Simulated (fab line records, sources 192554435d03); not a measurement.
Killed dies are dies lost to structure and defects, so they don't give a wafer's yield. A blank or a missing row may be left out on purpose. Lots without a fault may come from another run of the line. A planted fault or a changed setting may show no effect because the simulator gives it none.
One fault seen from 2 desks | flow n5_finfet | each desk has only its own numbers; what lay behind them comes last

THE TOOL OWNER'S DESK: rie_diel-02
The tool's own readings at N5_BEOL_M6_ETCH_66 (etches SOC in N2/H2, target depth 80 nm, overetch 16 nm, time 120 s): means of the sampled wafers that have a number, for each lot that ran on this tool. A lot is out of limits, marked OUT, if its mean lies more than 4 standard deviations from the usual mean; the brackets give that distance.
Columns: A = bias_w at N5_BEOL_M6_ETCH_66, usual 150.0 W; B = drypump_motor_current_A at N5_BEOL_M6_ETCH_66, usual 5.5 A; C = oes_product_au at N5_BEOL_M6_ETCH_66, usual 0.61 a.u.; D = rf_vpp_V at N5_BEOL_M6_ETCH_66, usual 524.6 V; E = showerhead_plenum_p_Torr at N5_BEOL_M6_ETCH_66, usual 2.57 Torr; F = throttle_valve_pct at N5_BEOL_M6_ETCH_66, usual 17.82 %
lot  | first seen here | A               | B   | C    | D               | E    | F
L317 | day 9 04:26     | 149.4           | 5.3 | 0.57 | 524.8           | 2.57 | 18.01
L320 | day 10 01:26    | 160.5 (+24) OUT | 5.2 | 0.56 | 547.9 (+12) OUT | 2.60 | 18.03
L322 | day 10 16:28    | 160.0 (+23) OUT | 5.1 | 0.58 | 546.9 (+11) OUT | 2.57 | 17.84
L331 | day 12 18:08    | 149.5           | 5.1 | 0.57 | 524.2           | 2.56 | 17.87
L332 | day 13 09:07    | 150.2           | 4.8 | 0.58 | 525.0           | 2.57 | 17.98
L334 | day 13 14:23    | 150.0           | 5.4 | 0.54 | 524.1           | 2.55 | 17.78
L337 | day 14 12:44    | 150.2           | 5.6 | 0.59 | 523.8           | 2.54 | 17.85
L338 | day 15 13:37    | 149.7           | 5.1 | 0.55 | 523.9           | 2.55 | 17.91
This desk's finding: out of limits on L320, L322; first on L320, day 10 01:26 (bias_w at N5_BEOL_M6_ETCH_66). In limits: L317, L331, L332, L334, L337, L338.

THE DEFECT DESK
What the inspections along the route counted, lot by lot: means of the sampled wafers that have a number. A lot is out of limits, marked OUT, if its mean lies more than 4 standard deviations from the usual mean; the brackets give that distance.
Columns: A = raw_defect_count at N5_BEOL_M6_INSPECT_30, usual 469
lot  | first seen here | A
L317 | day 9 03:49     | 413
L320 | day 10 00:58    | 567
L322 | day 10 16:21    | 483
L331 | day 12 17:56    | 501
L332 | day 13 08:59    | 424
L334 | day 13 14:16    | 551
L335 | day 13 17:19    | 396
L337 | day 14 12:38    | 520
L339 | day 15 01:35    | 363
L338 | day 15 13:31    | 363
This desk's finding: nothing out of limits on any of the 10 lots.

PUT TOGETHER
The tool owner's desk could have raised an alarm at day 10 01:26, on L320, L322.
The defect desk saw nothing out of limits.
The defect desk has L320, L322 on record, within its limits.
Of the lots named, all ran N5_BEOL_M6_ETCH_66 on rie_diel-02.

WHAT THE SIMULATOR HAD PUT IN
Process parameter drift: rie_diel-02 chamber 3, from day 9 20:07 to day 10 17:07, at N5_BEOL_M6_ETCH_66. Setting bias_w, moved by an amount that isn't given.
Lots struck among those shown: L320, L322.
Hours from the fault's start to each desk's first reading out of limits: the tool owner's desk, 5.
